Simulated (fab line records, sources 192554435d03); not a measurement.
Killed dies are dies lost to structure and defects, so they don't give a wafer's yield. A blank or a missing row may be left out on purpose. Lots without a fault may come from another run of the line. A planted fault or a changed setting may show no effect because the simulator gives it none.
Chamber matching | flow n5_finfet | N5_BEOL_M8_STRIP_36 on rie_diel-05: 4 sister chambers
The step strips in N2/H2. 8 wafers are shown with their chamber, then 9 later ones without.

WAFERS WITH THEIR CHAMBER
wafer  | chamber | throttle_valve_pct (%) | showerhead_plenum_p_Torr (Torr)
L076.6 | 0       | 23.66                  | 2.46
L079.1 | 2       | 23.46                  | 2.45
L079.5 | 3       | 24.18                  | 2.61
L084.5 | 2       | 23.47                  | 2.45
L084.6 | 1       | 23.61                  | 2.48
L089.1 | 1       | 23.64                  | 2.48
L089.2 | 0       | 23.70                  | 2.45
L089.3 | 3       | 24.19                  | 2.60

WAFERS WITHOUT THEIR CHAMBER
wafer  | throttle_valve_pct (%) | showerhead_plenum_p_Torr (Torr)
L088.1 | 23.63                  | 2.48
L088.3 | 23.49                  | 2.45
L088.5 | 23.48                  | 2.45
L093.1 | 23.66                  | 2.48
L093.2 | 23.68                  | 2.45
L093.5 | 23.51                  | 2.44
L092.2 | 23.49                  | 2.44
L092.4 | 23.67                  | 2.48
L092.6 | 23.46                  | 2.44

WHICH CHAMBER EACH WENT THROUGH
wafer  | from the rows above | in truth
L088.1 | 1                   | 1
L088.3 | 2                   | 2
L088.5 | 2                   | 2
L093.1 | 1                   | 1
L093.2 | 0                   | 0
L093.5 | 2                   | 2
L092.2 | 2                   | 2
L092.4 | 1                   | 1
L092.6 | 2                   | 2
Placed correctly: 9 of 9. Can't be placed from these rows: 0. Placed wrongly: 0.
How it was worked out, from the rows above alone: a wafer's distance from a chamber is the root of the sum, over the readings, of the square of ((its reading less the chamber's mean) divided by the reading's scatter). The wafer belongs to the nearest chamber; if the next one is less than 2 further off, it can't be placed. A chamber's mean is the mean of its shown wafers. The scatter: the root of (the sum of the squares of (reading less its chamber's mean) over the shown wafers, divided by (wafers less chambers)).
